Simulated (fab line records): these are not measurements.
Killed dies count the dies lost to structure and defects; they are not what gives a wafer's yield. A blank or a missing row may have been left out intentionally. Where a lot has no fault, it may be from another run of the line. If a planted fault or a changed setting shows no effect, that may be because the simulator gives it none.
Chamber matching | flow nand-harc | 4 sister chambers for NHARC_A_STAIRCASE_ETCH_253 on rie-diel-04
The step etches the open film in C4F8/O2, target depth 50 nm, time 20.2 s. 4 wafers are shown with their chamber, then 11 later ones without.

## WAFERS, EACH WITH ITS CHAMBER
wafer  | chamber | rf-vpp-V (V)
L091.1 | 1       | 904
L091.2 | 0       | 893
L091.3 | 2       | 894
L091.4 | 3       | 892

## WAFERS WHOSE CHAMBER IS MISSING
wafer  | rf-vpp-V (V)
L091.5 | 905
L091.6 | 893
L092.1 | 892
L092.2 | 893
L092.4 | 893
L096.1 | 904
L096.2 | 893
L096.3 | 893
L096.4 | 889
L096.5 | 891
L096.6 | 893

## WHICH CHAMBER EACH ONE RAN IN
wafer  | from the rows above          | in truth
L091.5 | 1                            | 1
L091.6 | can't be placed: 0 or 2 or 3 | 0
L092.1 | can't be placed: 3 or 0      | 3
L092.2 | can't be placed: 0 or 2 or 3 | 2
L092.4 | can't be placed: 0 or 2 or 3 | 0
L096.1 | 1                            | 1
L096.2 | can't be placed: 0 or 2 or 3 | 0
L096.3 | can't be placed: 0 or 2 or 3 | 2
L096.4 | can't be placed: 3 or 0      | 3
L096.5 | can't be placed: 3 or 0      | 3
L096.6 | can't be placed: 0 or 2 or 3 | 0
Correct placement for 2 of the 11. Not placeable from these rows: 9 (in 9, the candidates include the true chamber). Placed wrongly: 0.
How it was worked out, from the rows above alone: a wafer's distance from a chamber is the root of the sum, over the readings, of the square of ((its reading less the chamber's mean) divided by the reading's scatter). The wafer belongs to the nearest chamber; if the next one is less than 2 further off, it can't be placed. The mean given for a chamber averages the wafers shown for that chamber. The scatter: root of mean squared gap, hidden wafer to nearest shown wafer, with one shown wafer a chamber.
